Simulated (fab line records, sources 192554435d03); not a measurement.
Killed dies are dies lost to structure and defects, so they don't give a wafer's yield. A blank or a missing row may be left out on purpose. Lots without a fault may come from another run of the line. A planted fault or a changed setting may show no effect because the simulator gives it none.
Problem report in the 8D (eight disciplines) form, filled by code | flow n5_finfet | the parts of the form that need people (team, actions taken, sign-off) are left out

1. THE PROBLEM
run_length_s at N5_BEOL_M0_SAQP_ETCH_84 reads a mean of 160.2 s on 1 wafer of 1 lot; wafers without a fault read 173.4 s with a standard deviation of 0.38. That is -35 standard deviations from the usual mean.
The step: etches SOC in N2/H2, target depth 100 nm, overetch 20 nm, time 150 s.
First seen on wafer L116.4, day 9 15:23, on rie_diel-05. The record holds 27 wafers of 9 lots with a number at this step. Rule for "out", or "out of limits": more than 4 standard deviations from the usual mean. The other wafers with a number count as sound.

2. WHAT IT IS AND WHAT IT IS NOT
question                    | is               | is not
which readings at this step | run_length_s     | chamber_pressure_mTorr, drypump_motor_current_A, h2_flow_sccm, n2_flow_sccm, oes_product_au, rf_vpp_V, showerhead_plenum_p_Torr, throttle_valve_pct
which lots                  | L116             | L100, L101, L105, L106, L110, L121, L122, L123
which wafers of those lots  | L116.4           | L116.3, L116.5
read on which tools         | rie_diel-05      | rie_diel-02, rie_diel-06
when                        | from day 9 15:23 | up to then (17 sound wafers); but 9 sound wafers of L121, L122, L123 came after

3. SUSPECTS, AND WHAT RULES EACH OUT
Counting: a tool at a process step up to the reading stays a suspect if it ran every lot that is out. Sound lots after the first of them don't rule it out here, since some wafers of a struck lot are sound.
- pecvd-04 at N5_BEOL_M0_SAQP_PECVD_03 (deposits SiCN from 3MS/NH3, target thk 12 nm, time 21.1 s): kept. It ran the lot that is out, L116 (day 9 14:37); its last sound lot up to then is L110 (day 8 03:58).
- pecvd-04 at N5_BEOL_M0_SAQP_PECVD_97 (deposits SiNx from SiH4/NH3/N2, target thk 23 nm, time 19.9 s): kept. It ran the lot that is out, L116 (day 9 14:41); its last sound lot up to then is L110 (day 8 04:03).
- rie_diel-05 at N5_BEOL_M0_SAQP_DESCUM_19 (chemistry O2, time 7.9 s): kept. It ran the lot that is out, L116 (day 9 15:17); its last sound lot up to then is L106 (day 7 01:31).
- rie_diel-05 at N5_BEOL_M0_SAQP_ETCH_84 (etches SOC in N2/H2, target depth 100 nm, overetch 20 nm, time 150 s): kept. It ran the lot that is out, L116 (day 9 15:23); its last sound lot up to then is L106 (day 7 01:37). Its own readings are out on those wafers: run_length_s.
- Within pecvd-04 at N5_BEOL_M0_SAQP_PECVD_03: the wafers that are out ran in chamber 1; their sound lot-mates ran in chamber 2.
- Within pecvd-04 at N5_BEOL_M0_SAQP_PECVD_97: the wafers that are out ran in chamber 1; their sound lot-mates ran in chamber 2.
- Within rie_diel-05 at N5_BEOL_M0_SAQP_DESCUM_19: the wafers that are out ran in chamber 3; their sound lot-mates ran in chambers 0, 1.
- Within rie_diel-05 at N5_BEOL_M0_SAQP_ETCH_84: the wafers that are out ran in chamber 3; their sound lot-mates ran in chambers 0, 1.
Left after counting: pecvd-04 at N5_BEOL_M0_SAQP_PECVD_03, pecvd-04 at N5_BEOL_M0_SAQP_PECVD_97, rie_diel-05 at N5_BEOL_M0_SAQP_DESCUM_19, rie_diel-05 at N5_BEOL_M0_SAQP_ETCH_84.

4. THE CAUSE (what the simulator had put in)
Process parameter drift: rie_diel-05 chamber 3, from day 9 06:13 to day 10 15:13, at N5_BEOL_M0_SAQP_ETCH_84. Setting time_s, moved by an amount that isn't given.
Counting left 4 suspects, and this tool is among them.

5. THE CHAIN OF EFFECTS, in route order
Each row: a reading whose mean over the struck wafers that have a number lies more than 3 standard deviations from the usual. Only readings for which the record gives a usual standard deviation are gone through. hours: the time from each lot's start at the first step in this table that gives one to its start at this step, as a median over the lots. sigmas: the change in usual standard deviations.
hours | step                    | reading      | usual   | on struck wafers | change | sigmas
0     | N5_BEOL_M0_SAQP_ETCH_84 | run_length_s | 173.4 s | 160.2            | -13.2  | -35
The process steps in it:
- N5_BEOL_M0_SAQP_ETCH_84: etches SOC in N2/H2, target depth 100 nm, overetch 20 nm, time 150 s.
Later measuring or inspecting steps at which every struck wafer that the step has a row for has a number for every such reading, and none has moved that far: N5_BEOL_M4_RC_MEAS_101.

6. WHAT WOULD HAVE CAUGHT IT SOONER
In this record the first reading out of limits was taken at day 9 15:23, 9 hours after the fault began at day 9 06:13.
